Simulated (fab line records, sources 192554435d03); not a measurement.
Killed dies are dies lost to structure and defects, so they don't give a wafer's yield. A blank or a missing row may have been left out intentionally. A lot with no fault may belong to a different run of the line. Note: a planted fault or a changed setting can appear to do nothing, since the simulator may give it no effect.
Chamber matching    flow n5-finfet    rie-diel-02 running N5_SDB_DESCUM_16: 4 sister chambers
The step chemistry O2, time 7.9 s. 8 wafers are shown with their chamber, then 11 later ones without.

WAFERS WITH THEIR CHAMBER
wafer   chamber  showerhead-plenum-p-Torr (Torr)  drypump-motor-current-A (A)
L079.5  3        2.14                             5.7
L086.1  0        2.00                             5.8
L086.3  1        2.13                             5.3
L086.4  3        2.14                             5.6
L091.3  2        2.21                             6.2
L091.5  1        2.12                             5.2
L091.6  2        2.21                             6.2
L093.2  0        1.99                             5.8

WAFERS WHOSE CHAMBER IS MISSING
wafer   showerhead-plenum-p-Torr (Torr)  drypump-motor-current-A (A)
L093.4  2.12                             5.3
L093.6  2.12                             5.2
L092.1  2.13                             5.7
L092.2  2.12                             5.3
L092.3  2.21                             6.2
L094.3  2.12                             5.3
L094.5  2.21                             6.2
L094.6  2.12                             5.3
L097.1  2.13                             5.7
L097.3  2.12                             5.2
L097.6  1.99                             5.8

EACH ONE'S CHAMBER
wafer   from the rows above  in truth
L093.4  1                    1
L093.6  1                    1
L092.1  3                    3
L092.2  1                    1
L092.3  2                    2
L094.3  1                    1
L094.5  2                    2
L094.6  1                    1
L097.1  3                    3
L097.3  1                    1
L097.6  0                    0
11 of 11 placed correctly. Left unplaced by these rows: 0. Placed wrongly: 0.
How it was worked out, from the rows above alone: a wafer's distance from a chamber is the root of the sum, over the readings, of the square of ((its reading less the chamber's mean) divided by the reading's scatter). If the next closest chamber is less than 2 further off than the closest, the wafer can't be placed; otherwise it belongs to the closest. The mean given for a chamber averages the wafers shown for that chamber. The scatter: take each reading less its chamber's mean, square it, sum over the shown wafers, divide by the number of wafers less the number of chambers, and take the root.
